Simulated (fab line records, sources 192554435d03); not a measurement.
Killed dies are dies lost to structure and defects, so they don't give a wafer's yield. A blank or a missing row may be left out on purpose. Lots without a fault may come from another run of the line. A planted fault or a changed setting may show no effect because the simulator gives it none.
Chamber matching | flow n5_finfet | N5_HKMG_FIN_ALD_21 on ald_metal-03: 4 sister chambers
The step deposits TiN, target thk 1.5 nm, pulse time 1 s, purge time 3 s. 4 wafers are shown with their chamber, then 9 later ones without.

WAFERS WITH THEIR CHAMBER
wafer  | chamber | heater_power_w (W)
L086.3 | 1       | 830
L091.1 | 3       | 828
L091.2 | 0       | 797
L091.4 | 2       | 663

WAFERS WITHOUT THEIR CHAMBER
wafer  | heater_power_w (W)
L092.1 | 770
L092.2 | 802
L092.3 | 658
L094.1 | 826
L094.4 | 650
L094.5 | 798
L097.3 | 832
L097.5 | 784
L097.6 | 834

WHICH CHAMBER EACH WENT THROUGH
wafer  | from the rows above     | in truth
L092.1 | 0                       | 0
L092.2 | can't be placed: 0 or 3 | 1
L092.3 | 2                       | 2
L094.1 | can't be placed: 3 or 1 | 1
L094.4 | 2                       | 2
L094.5 | 0                       | 0
L097.3 | can't be placed: 1 or 3 | 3
L097.5 | 0                       | 0
L097.6 | can't be placed: 1 or 3 | 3
Placed correctly: 5 of 9. Can't be placed from these rows: 4 (the true chamber is among the candidates in 3). Placed wrongly: 0.
How it was worked out, from the rows above alone: a wafer's distance from a chamber is the root of the sum, over the readings, of the square of ((its reading less the chamber's mean) divided by the reading's scatter). The wafer belongs to the nearest chamber; if the next one is less than 2 further off, it can't be placed. A chamber's mean is the mean of its shown wafers. The scatter: with one shown wafer a chamber, the root of the mean of the squares of how far each hidden wafer lies from its nearest shown one.
